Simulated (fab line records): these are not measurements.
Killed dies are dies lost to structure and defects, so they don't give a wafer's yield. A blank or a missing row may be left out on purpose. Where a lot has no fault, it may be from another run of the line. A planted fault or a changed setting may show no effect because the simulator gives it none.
Chamber matching + flow n5_finfet + rie_diel-02 running N5_BEOL_M5_ETCH_62: 4 sister chambers
The step etches SOC in N2/H2, target depth 75 nm, overetch 15 nm, time 112.5 s. 4 wafers are shown with their chamber, then 8 later ones without.

== EACH WAFER AND ITS CHAMBER ==
| wafer  | chamber | throttle_valve_pct (%) |
|--------|---------|------------------------|
| L077.4 | 1       | 17.55                  |
| L080.4 | 2       | 17.87                  |
| L080.6 | 0       | 18.00                  |
| L081.2 | 3       | 17.79                  |

== WAFERS MISSING THEIR CHAMBER ==
| wafer  | throttle_valve_pct (%) |
|--------|------------------------|
| L081.5 | 17.99                  |
| L081.6 | 17.80                  |
| L095.2 | 18.06                  |
| L095.4 | 17.59                  |
| L095.5 | 17.58                  |
| L096.3 | 17.54                  |
| L096.4 | 17.86                  |
| L096.6 | 17.57                  |

== CHAMBER TAKEN BY EACH ==
| wafer  | from the rows above | in truth                   |
|--------|---------------------|----------------------------|
| L081.5 | 0                   | 0                          |
| L081.6 | 3                   | 3                          |
| L095.2 | 0                   | 0                          |
| L095.4 | 1                   | 1                          |
| L095.5 | 1                   | 1                          |
| L096.3 | 1                   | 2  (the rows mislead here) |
| L096.4 | 2                   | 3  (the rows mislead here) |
| L096.6 | 1                   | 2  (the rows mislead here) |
Correct placement for 5 of the 8. Left unplaced by these rows: 0. Wrongly placed: 3.
How it was worked out, from the rows above alone: a wafer's distance from a chamber is the root of the sum, over the readings, of the square of ((its reading less the chamber's mean) divided by the reading's scatter). The wafer belongs to the nearest chamber; if the next one is less than 2 further off, it can't be placed. Each chamber's mean is taken over the wafers shown for it. The scatter: with one shown wafer a chamber, the root of the mean of the squares of how far each hidden wafer lies from its nearest shown one.
